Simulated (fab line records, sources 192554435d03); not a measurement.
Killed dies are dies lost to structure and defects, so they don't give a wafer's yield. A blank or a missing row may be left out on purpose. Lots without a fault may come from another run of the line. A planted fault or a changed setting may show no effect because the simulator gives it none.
Chamber matching | flow n5_finfet | N5_DUMMY_GATE_ETCH_31 on rie_diel-05: 4 sister chambers
The step etches SiO2 in C4F6/O2, target depth 82.5 nm, time 27.5 s. 4 wafers are shown with their chamber, then 8 later ones without.

WAFERS WITH THEIR CHAMBER
wafer  | chamber | rf_vpp_V (V)
L088.1 | 0       | 680
L088.4 | 1       | 671
L088.5 | 3       | 668
L095.1 | 2       | 635

WAFERS WITHOUT THEIR CHAMBER
wafer  | rf_vpp_V (V)
L095.3 | 670
L095.6 | 682
L097.1 | 671
L097.3 | 633
L097.6 | 672
L096.1 | 670
L096.3 | 671
L096.4 | 670

WHICH CHAMBER EACH WENT THROUGH
wafer  | from the rows above     | in truth
L095.3 | can't be placed: 1 or 3 | 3
L095.6 | 0                       | 0
L097.1 | 1                       | 1
L097.3 | 2                       | 2
L097.6 | 1                       | 1
L096.1 | can't be placed: 1 or 3 | 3
L096.3 | 1                       | 1
L096.4 | can't be placed: 1 or 3 | 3
Placed correctly: 5 of 8. Can't be placed from these rows: 3 (the true chamber is among the candidates in 3). Placed wrongly: 0.
How it was worked out, from the rows above alone: a wafer's distance from a chamber is the root of the sum, over the readings, of the square of ((its reading less the chamber's mean) divided by the reading's scatter). The wafer belongs to the nearest chamber; if the next one is less than 2 further off, it can't be placed. A chamber's mean is the mean of its shown wafers. The scatter: with one shown wafer a chamber, the root of the mean of the squares of how far each hidden wafer lies from its nearest shown one.
